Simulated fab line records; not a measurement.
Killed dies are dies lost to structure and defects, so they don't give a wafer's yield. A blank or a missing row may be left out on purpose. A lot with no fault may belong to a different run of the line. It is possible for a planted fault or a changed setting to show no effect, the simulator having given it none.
Matching of chambers	flow nand harc	4 sister chambers for NHARC_A_CONTACT_CMP_20 on cmp-01
The step polishes, t overpolish 30 s, target thk 300 nm. 27 wafers are shown with their chamber, then 12 later ones without.

== WAFERS WITH THEIR CHAMBER ==
wafer	chamber	motor current A (A)	overpolish run s (s)	time to endpoint s (s)
L074.1	3	11.4	29.994	63
L074.4	1	14.0	30.010	59
L074.5	0	12.2	30.001	65
L076.3	3	11.9	30.006	62
L076.4	2	12.9	29.993	60
L076.5	1	14.1	29.999	63
L077.4	3	11.4	30.015	58
L077.5	1	13.8	29.987	58
L077.6	2	12.6	30.004	57
L081.2	0	11.9	30.004	60
L081.3	3	11.5	30.012	59
L081.5	0	12.0	30.001	60
L080.1	3	12.3	30.000	55
L080.2	1	13.4	30.006	59
L080.6	1	14.5	29.985	53
L082.1	0	11.6	29.990	60
L082.3	2	12.2	29.991	53
L082.6	0	12.6	29.985	60
L079.2	2	12.1	29.984	55
L079.4	1	14.4	30.003	59
L079.6	1	13.6	29.999	58
L084.1	0	11.9	29.996	57
L084.2	3	11.6	29.998	57
L084.4	1	13.4	30.003	59
L086.2	1	14.6	30.003	59
L086.4	2	12.9	30.004	63
L086.5	3	11.7	29.999	58

SIGNATURES (means of the wafers above)
reading	chamber 0	chamber 1	chamber 2	chamber 3	scatter within a chamber
motor current A	12.033	13.978	12.540	11.686	0.388
overpolish run s	29.99617	29.99944	29.99520	30.00343	0.00806
time to endpoint s	60.33	58.56	57.60	58.86	2.92
Rule: a wafer's distance from a chamber is the root of the sum, over the readings, of the square of ((its reading less the chamber's mean) divided by the reading's scatter). The wafer belongs to the nearest chamber; if the next one is less than 2 further off, it can't be placed. How the scatter is found: for the shown wafers, subtract from each reading the mean of its chamber, square and add these, divide the total by (wafers less chambers), then take the root.

== WAFERS MISSING THEIR CHAMBER ==
wafer	motor current A (A)	overpolish run s (s)	time to endpoint s (s)
L091.3	13.9	29.995	59
L091.5	12.9	30.015	58
L091.6	12.1	29.994	56
L093.2	11.5	29.998	60
L093.4	11.9	29.984	63
L093.6	12.3	30.000	64
L096.1	12.6	30.010	53
L096.3	12.0	29.988	62
L096.5	14.1	30.001	59
L095.2	12.3	30.015	66
L095.4	12.5	29.994	64
L095.6	12.0	29.991	68

== WHICH CHAMBER EACH WENT THROUGH ==
wafer	from the rows above	in truth
L091.3	1	1
L091.5	can't be placed: 2 or 0 or 1 or 3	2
L091.6	can't be placed: 2 or 0 or 3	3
L093.2	can't be placed: 3 or 0 or 2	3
L093.4	can't be placed: 0 or 2 or 3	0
L093.6	can't be placed: 0 or 2 or 3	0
L096.1	can't be placed: 2 or 3 or 0 or 1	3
L096.3	can't be placed: 0 or 2 or 3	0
L096.5	1	1
L095.2	can't be placed: 0 or 3 or 2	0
L095.4	can't be placed: 0 or 2 or 3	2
L095.6	can't be placed: 0 or 3 or 2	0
Placed correctly: 2 of 12. Can't be placed from these rows: 10 (the true chamber is among the candidates in 10). Placed wrongly: 0.
